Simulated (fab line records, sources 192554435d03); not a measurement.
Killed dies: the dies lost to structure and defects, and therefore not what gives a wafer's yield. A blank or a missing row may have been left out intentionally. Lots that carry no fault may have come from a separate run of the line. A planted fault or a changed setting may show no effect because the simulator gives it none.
fab line records ; flow n5Finfet
[record] lots = 14; wafers = 42; lastDay = 18
route steps=1938 shown BEOL_M9@1464 BEOL_M10@1485
lots with no fault: from the same line, run without faults
startH: hours from the record's first day to the start of the lot's first wafer shown ; waitH: hours elapsed since this lot's preceding step ; " unchanged from the row above ; L1.1+2: several wafers, shown together as one row ; - value missing, or start not given ; * or withheld: withheld ; < > ~ a bound
route shown NAME@n: NAME is a module with steps in the file, n the number in the route of the first one ; usual: mean/standard deviation of fault-free wafers ; same: alike in all rows ; chamber/n: place in a boat ; sites: per-site readings ; _std_site: their standard deviation ; _edge_site: the outer-site mean with the inner-site mean subtracted ; radiusMm: how far each site lies from the wafer's centre ; mask NAME#n: copy n ; behind: the tool/chamber that last shaped the wafer ; hold: the reason the lot was held/the length of the hold in hours/how it ended ; device: which transistor (n, p or np) failed to switch ; end of line: the route-end tests of the same wafers ; a step without rows: its recipe alone ; killed: count of dies lost to structure and defects at first sort (not the wafer's yield) ; map: per-die view of a wafer (x killed, . not killed, _ where there is no die)
set.NAME: the setting the step ran with; set.NAME@STEP: the setting that earlier step ran with ; model.NAME: the simulator's own value behind a step, which no gauge read
the route's steps for a sample of lots (tables are steps, rows are wafers)
services: a tool's chamber out of use, with start hour (startH, from the record's first day; less than 0 if before it), hours out, and reason
[[steps]]
[step N5_BEOL_M9_CMP_52]
[recipe] stopOn = SiCOH_lowk; tOverpolishS = 7; downForcePsi = 1; platenRpm = 50; clearingPlatenDownForcePsi = 1.5; clearingPlatenRpm = 50; postCmpClean = cuAlkaline; targetThkNm = 140; clearingPlatenPadVelocityMS = 0.99484; padVelocityMS = 0.99484
[usual] barrierFieldEndpointS = 29.1/0.87; clearingPlatenDownForcePsi = 1.4999/0.0029; motorCurrentA = 6.0/0.54; overpolishRunS = 7.000/0.01; timeToEndpointS = 67/3.1
lot.wafer;tool;chamber;startH;waitH;barrierFieldEndpointS;clearingPlatenDownForcePsi;motorCurrentA;overpolishRunS;timeToEndpointS
L462.4;cmp-04;3;217.32;0.2;28.9;1.4974;5.4;7.000;68
L462.3;cmp-04;0;217.32;0.2;31.4;1.4987;6.1;7.002;76
L462.6;cmp-04;2;217.32;0.2;30.1;1.5000;5.5;7.008;68
L463.1;cmp-04;3;227.91;0.3;29.6;1.4982;5.7;6.980;68
L463.3;cmp-04;1;227.91;0.3;29.2;1.5044;6.7;6.996;68
L463.5;cmp-04;3;227.91;0.3;30.8;1.4982;5.6;7.010;71
L466.3;cmp-04;0;239.95;0.4;30.2;1.5002;6.0;7.006;69
L466.6;cmp-04;2;239.95;0.4;29.1;1.5016;5.7;7.002;65
L466.5;cmp-04;3;239.95;0.4;28.5;1.5044;5.9;6.996;64
L469.3;cmp-03;0;263.75;0.2;29.4;1.5013;6.2;6.995;67
L469.1;cmp-03;1;263.75;0.2;29.8;1.5034;7.1;6.994;66
L469.6;cmp-03;0;263.75;0.2;30.1;1.5007;6.3;6.996;69
L468.1;cmp-01;2;264.83;0.3;30.5;1.4968;5.5;7.015;71
L468.3;cmp-01;3;264.83;0.3;28.5;1.4975;6.2;6.994;65
L468.2;cmp-01;1;264.83;0.3;28.5;1.5019;6.7;6.994;66
L470.4;cmp-01;0;277.84;0.2;28.7;1.5034;5.9;6.982;64
L470.6;cmp-01;3;277.84;0.2;28.4;1.5012;6.0;6.987;61
L470.5;cmp-01;0;277.84;0.2;28.4;1.4995;6.1;7.005;62
L475.4;cmp-04;0;304.52;0.1;30.2;1.5052;5.8;7.007;70
L475.1;cmp-04;3;304.52;0.1;29.0;1.4990;5.8;6.998;67
L475.5;cmp-04;0;304.52;0.1;30.2;1.5014;6.1;6.998;71
L476.1;cmp-04;2;325.03;0.3;28.8;1.5057;5.7;7.006;68
L476.3;cmp-04;1;325.03;0.3;28.3;1.4992;6.8;6.986;62
L476.6;cmp-04;3;325.03;0.3;29.6;1.5019;5.4;6.993;68
L478.2;cmp-04;2;333.07;0.2;27.8;1.5020;5.7;6.993;66
L478.4;cmp-04;0;333.07;0.2;29.6;1.5005;6.0;7.010;71
L478.6;cmp-04;3;333.07;0.2;28.4;1.5001;5.6;6.998;65
L481.4;cmp-03;3;333.22;0.1;28.4;1.5003;6.3;7.001;62
L481.2;cmp-03;0;333.22;0.1;29.6;1.4990;5.9;7.006;71
L481.5;cmp-03;0;333.22;0.1;29.7;1.5001;5.4;6.996;69
L480.2;cmp-04;1;372.07;0.2;28.5;1.5005;6.6;6.983;68
L480.1;cmp-04;3;372.07;0.2;28.7;1.5016;5.5;7.008;68
L480.5;cmp-04;1;372.07;0.2;28.7;1.4986;7.1;7.017;66
L485.3;cmp-03;0;374.72;0.2;28.3;1.5026;6.2;7.001;68
L485.2;cmp-03;1;374.72;0.2;29.0;1.5048;7.3;6.991;71
L485.5;cmp-03;3;374.72;0.2;29.2;1.4966;6.4;7.021;67
L482.3;cmp-04;2;375.59;0.2;29.0;1.5010;5.7;6.994;69
L482.4;cmp-04;1;375.59;0.2;28.4;1.4988;6.9;7.001;65
L482.5;cmp-04;2;375.59;0.2;29.1;1.5047;5.6;6.992;72
L483.3;cmp-03;0;376.16;0.2;27.8;1.5026;5.8;7.003;65
L483.2;cmp-03;2;376.16;0.2;27.9;1.4992;5.3;7.004;63
L483.5;cmp-03;0;376.16;0.2;28.8;1.5025;5.8;7.004;66
[step N5_BEOL_M10_INSPECT_13]
[recipe] mode = adi; inspectInstrument = brightfield
[usual] rawDefectCount = 401/100
lot.wafer;tool;chamber;startH;waitH;rawDefectCount
L462.3;defectInspect-02;-;219.28;0.0;358
L462.4;defectInspect-02;-;219.28;0.0;333
L462.6;defectInspect-02;-;219.28;0.0;248
L463.1;defectInspect-02;-;230.71;0.0;310
L463.3;defectInspect-02;-;230.71;0.0;418
L463.5;defectInspect-02;-;230.71;0.0;400
L466.3;defectInspect-01;-;241.96;0.0;308
L466.5;defectInspect-01;-;241.96;0.0;383
L466.6;defectInspect-01;-;241.96;0.0;472
L469.1;defectInspect-01;-;265.99;0.0;411
L469.3;defectInspect-01;-;265.99;0.0;318
L469.6;defectInspect-01;-;265.99;0.0;293
L468.1;defectInspect-02;-;268.45;0.0;374
L468.2;defectInspect-02;-;268.45;0.0;449
L468.3;defectInspect-02;-;268.45;0.0;492
L470.4;defectInspect-02;-;279.53;0.0;585
L470.5;defectInspect-02;-;279.53;0.0;377
L470.6;defectInspect-02;-;279.53;0.0;315
L475.1;defectInspect-01;-;308.03;0.0;353
L475.4;defectInspect-01;-;308.03;0.0;364
L475.5;defectInspect-01;-;308.03;0.0;379
L476.1;defectInspect-01;-;331.17;0.0;395
L476.3;defectInspect-01;-;331.17;0.0;490
L476.6;defectInspect-01;-;331.17;0.0;452
L478.2;defectInspect-01;-;336.87;0.0;361
L478.4;defectInspect-01;-;336.87;0.0;349
L478.6;defectInspect-01;-;336.87;0.0;396
L481.2;defectInspect-02;-;337.20;0.0;352
L481.4;defectInspect-02;-;337.20;0.0;359
L481.5;defectInspect-02;-;337.20;0.0;440
L480.1;defectInspect-02;-;374.54;0.0;470
L480.2;defectInspect-02;-;374.54;0.0;481
L480.5;defectInspect-02;-;374.54;0.0;416
L485.2;defectInspect-01;-;377.63;0.0;461
L485.3;defectInspect-01;-;377.63;0.0;397
L485.5;defectInspect-01;-;377.63;0.0;427
L482.3;defectInspect-01;-;377.94;0.0;1003
L482.4;defectInspect-01;-;377.94;0.0;561
L482.5;defectInspect-01;-;377.94;0.0;617
L483.2;defectInspect-01;-;378.28;0.0;328
L483.3;defectInspect-01;-;378.28;0.0;364
L483.5;defectInspect-01;-;378.28;0.0;304
[step N5_BEOL_M10_DEVELOP_27]
[recipe] developTimeS = 30; developer = TMAH; resist = CAR-ArF; rinseLiquid = diw; dry = airSpin; devTempC = 23
[usual] chillPlateTempC = 23.02/0.1; developTimeS = 30/0
lot.wafer;tool;chamber;startH;waitH;chillPlateTempC;developTimeS
L462.3;lithoTrack-04;0;220.13;-;22.94;30
L462.4;lithoTrack-04;0;220.13;-;23.16;30
L462.6;lithoTrack-04;0;220.13;-;23.03;30
L463.1;lithoTrack-05;0;233.00;-;23.05;30
L463.3;lithoTrack-05;0;233.00;-;23.04;30
L463.5;lithoTrack-05;0;233.00;-;22.94;30
L466.3;lithoTrack-04;0;243.17;-;23.11;30
L466.5;lithoTrack-04;0;243.17;-;23.09;30
L466.6;lithoTrack-04;0;243.17;-;23.08;30
L469.1;lithoTrack-01;0;267.08;-;22.81;30
L469.3;lithoTrack-01;0;267.08;-;23.08;30
L469.6;lithoTrack-01;0;267.08;-;22.87;30
L468.1;lithoTrack-01;-;270.29;-;-;-
L468.2;lithoTrack-01;-;270.29;-;-;-
L468.3;lithoTrack-01;-;270.29;-;-;-
L470.4;lithoTrack-04;-;280.60;-;-;-
L470.5;lithoTrack-04;-;280.60;-;-;-
L470.6;lithoTrack-04;-;280.60;-;-;-
L475.1;lithoTrack-01;0;309.56;-;23.17;30
L475.4;lithoTrack-01;0;309.56;-;23.08;30
L475.5;lithoTrack-01;0;309.56;-;23.00;30
L476.1;lithoTrack-01;0;332.04;-;23.12;30
L476.3;lithoTrack-01;0;332.04;-;23.01;30
L476.6;lithoTrack-01;0;332.04;-;23.07;30
L478.2;lithoTrack-01;0;342.18;-;23.06;30
L478.4;lithoTrack-01;0;342.18;-;22.99;30
L478.6;lithoTrack-01;0;342.18;-;22.96;30
L481.2;lithoTrack-04;0;342.40;-;23.10;30
L481.4;lithoTrack-04;0;342.40;-;22.76;30
L481.5;lithoTrack-04;0;342.40;-;22.96;30
L480.1;lithoTrack-05;0;376.10;-;22.92;30
L480.2;lithoTrack-05;0;376.10;-;22.96;30
L480.5;lithoTrack-05;0;376.10;-;22.95;30
L482.3;lithoTrack-04;0;380.92;-;23.09;30
L482.4;lithoTrack-04;0;380.92;-;23.01;30
L482.5;lithoTrack-04;0;380.92;-;22.86;30
L483.2;lithoTrack-01;0;381.08;-;23.09;30
L483.3;lithoTrack-01;0;381.08;-;22.82;30
L483.5;lithoTrack-01;0;381.08;-;22.87;30
L485.2;lithoTrack-05;0;381.81;-;23.00;30
L485.3;lithoTrack-05;0;381.81;-;23.10;30
L485.5;lithoTrack-05;0;381.81;-;23.03;30
[step N5_BEOL_M10_STRIP_77]
[recipe] chemistry = N2/H2; timeS = 10; powerW = 450; tempC = 40; pressureMtorr = 20; rfFrequencyHz = 6e+07; biasPowerW = 7; n2FlowSccm = 200; h2FlowSccm = 200
[usual] biasPowerW = 7.001/0.02; drypumpMotorCurrentA = 5.6/0.49; h2FlowSccm = 199.9/0.59; oesProductAu = 0.77/0.053; rfVppV = 59.2/0.81; showerheadPlenumPTorr = 2.51/0.08; throttleValvePct = 23.7/0.34
lot.wafer;tool;chamber;startH;waitH;biasPowerW;drypumpMotorCurrentA;h2FlowSccm;oesProductAu;rfHoursCounterH;rfVppV;showerheadPlenumPTorr;throttleValvePct
L462.3;rieDiel-04;2;-;-;7.017;4.7;200.2;0.86;59;59.0;2.58;23.3
L462.4;rieDiel-04;1;-;-;7.013;5.4;199.7;0.74;157;58.9;2.45;24.2
L462.6;rieDiel-04;0;-;-;7.028;6.1;199.4;0.85;-;58.3;2.46;23.5
L463.1;rieDiel-04;0;-;-;6.974;6.1;200.0;0.84;60;58.3;2.46;23.5
L463.3;rieDiel-04;1;-;-;7.027;5.4;200.4;0.74;160;59.7;2.45;24.2
L463.5;rieDiel-04;1;-;-;7.028;5.4;200.9;0.75;-;58.5;2.45;24.2
L466.3;rieDiel-01;1;-;-;7.010;5.1;199.7;0.89;22;59.8;2.69;23.5
L466.5;rieDiel-01;2;-;-;7.012;5.7;200.3;0.76;-;58.2;2.55;23.9
L466.6;rieDiel-01;1;-;-;6.969;5.1;199.5;0.89;-;58.2;2.69;23.5
L469.1;rieDiel-04;1;-;-;7.007;5.4;199.4;0.72;172;59.9;2.44;24.2
L469.3;rieDiel-04;2;-;-;7.008;4.7;199.3;0.82;77;58.9;2.57;23.3
L469.6;rieDiel-04;2;-;-;7.006;4.8;199.3;0.82;-;58.7;2.57;23.3
L468.1;rieDiel-02;0;-;-;6.984;5.3;200.1;0.68;228;60.8;2.51;23.8
L468.2;rieDiel-02;3;-;-;7.002;5.9;198.7;0.73;170;59.5;2.64;23.3
L468.3;rieDiel-02;2;-;-;7.020;5.7;199.7;0.84;80;59.5;2.48;24.3
L470.4;rieDiel-01;3;-;-;6.985;6.2;200.1;0.75;152;58.7;2.43;23.6
L470.5;rieDiel-01;2;-;-;7.024;5.6;199.8;0.75;-;59.0;2.55;23.9
L470.6;rieDiel-01;3;-;-;6.990;6.2;199.5;0.75;-;59.1;2.43;23.5
L475.1;rieDiel-01;2;-;-;6.984;5.6;199.5;0.74;167;60.2;2.54;23.9
L475.4;rieDiel-01;3;-;-;6.990;6.2;200.5;0.74;159;58.6;2.43;23.6
L475.5;rieDiel-01;1;-;-;6.965;5.0;200.5;0.85;-;60.5;2.68;23.5
L476.1;rieDiel-04;0;-;-;7.013;6.1;199.7;0.80;92;60.1;2.45;23.5
L476.3;rieDiel-04;3;-;-;6.992;5.5;200.0;0.79;98;59.3;2.54;23.4
L476.6;rieDiel-04;2;-;-;6.981;4.7;200.7;0.81;-;60.7;2.56;23.4
L478.2;rieDiel-01;3;-;-;6.978;6.2;199.2;0.73;168;58.8;2.43;23.6
L478.4;rieDiel-01;0;-;-;6.969;6.3;199.4;0.77;123;59.8;2.43;23.4
L478.6;rieDiel-01;3;-;-;7.018;6.2;200.4;0.73;-;58.0;2.43;23.6
L481.2;rieDiel-04;1;-;-;6.943;5.4;199.8;0.72;188;58.8;2.44;24.3
L481.4;rieDiel-04;2;-;-;6.999;4.8;199.4;0.82;99;60.7;2.56;23.4
L481.5;rieDiel-04;0;-;-;6.972;6.1;199.8;0.80;-;59.7;2.45;23.5
L480.1;rieDiel-04;1;-;-;6.980;5.4;200.5;0.71;200;59.6;2.43;24.3
L480.2;rieDiel-04;2;-;-;7.001;4.7;199.9;0.81;110;59.4;2.55;23.4
L480.5;rieDiel-04;3;-;-;6.992;5.5;200.4;0.79;-;58.7;2.53;23.4
L482.3;rieDiel-01;0;-;-;7.031;6.2;199.4;0.75;138;58.7;2.42;23.5
L482.4;rieDiel-01;3;-;-;6.990;6.1;199.8;0.72;182;58.3;2.42;23.6
L482.5;rieDiel-01;2;-;-;6.969;5.6;199.0;0.73;-;58.7;2.53;24.0
L483.2;rieDiel-04;3;-;-;6.993;5.5;200.5;0.78;112;59.8;2.53;23.4
L483.3;rieDiel-04;0;-;-;7.002;6.1;200.1;0.79;108;59.2;2.44;23.5
L483.5;rieDiel-04;2;-;-;7.031;4.7;201.0;0.79;-;58.9;2.55;23.4
L485.2;rieDiel-01;0;-;-;6.960;6.2;200.4;0.76;138;60.1;2.42;23.5
L485.3;rieDiel-01;1;-;-;7.036;5.0;199.2;0.83;71;59.7;2.67;23.5
L485.5;rieDiel-01;3;-;-;6.990;6.2;200.2;0.73;-;58.7;2.42;23.6
[[services]]
tool;chamber;startH;hours;kind
rieDiel-01;-;196.61;0.9;repair
rieDiel-04;3;198.02;17.3;repair
cmp-03;-;201.61;1.2;repair
cmp-03;-;206.51;0.8;repair
cmp-01;-;208.40;13.1;pm
rieDiel-02;2;220.41;6.5;repair
rieDiel-04;1;221.06;3.8;repair
cmp-01;-;228.56;6.6;pm
rieDiel-01;2;231.74;9.0;repair
cmp-03;-;240.67;1.8;repair
cmp-01;-;263.20;0.5;repair
rieDiel-04;1;279.28;15.5;repair
cmp-01;-;295.25;2.0;repair
cmp-03;-;299.96;2.0;repair
rieDiel-01;3;303.58;4.3;repair
cmp-03;-;303.94;4.4;pm
cmp-01;-;306.26;4.0;pm
cmp-04;-;306.53;4.0;pm
cmp-04;-;312.89;5.5;repair
rieDiel-04;1;320.36;8.2;repair
rieDiel-04;-;354.93;2.8;pm
cmp-04;-;355.56;2.0;repair
cmp-04;-;359.65;3.6;pm
cmp-03;-;364.38;5.4;repair
[[key]]
[firstSign] step = N5_BEOL_M10_DEVELOP_27; reading = toolRecord; direction = missing
effect none on later readings
metAt N5_BEOL_M10_DEVELOP_27
struckLots L468,L470
laterRowsLeftOut L468.1,L468.2,L468.3,L470.4,L470.5,L470.6
sortLeftOut L468.1,L468.2,L468.3,L470.4,L470.5,L470.6
notActingAt N5_BEOL_M9_CMP_52,N5_BEOL_M10_INSPECT_13,N5_BEOL_M10_STRIP_77
onsetBetween 267.08 270.29
[fault] kind = skippedStepWhole; tool = lithoTrack-01,lithoTrack-04; chamber = -; onsetH = 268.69; steps = N5_BEOL_M10_DEVELOP_27; scope = struckLotsOnly
// sortLeftOut: the simulated sort isn't trusted on such a fault, so these wafers' sort isn't shown, and their yield isn't known
// laterRowsLeftOut: the simulator's readings of these wafers behind a module that went badly wrong aren't trusted and aren't shown, but for the sort
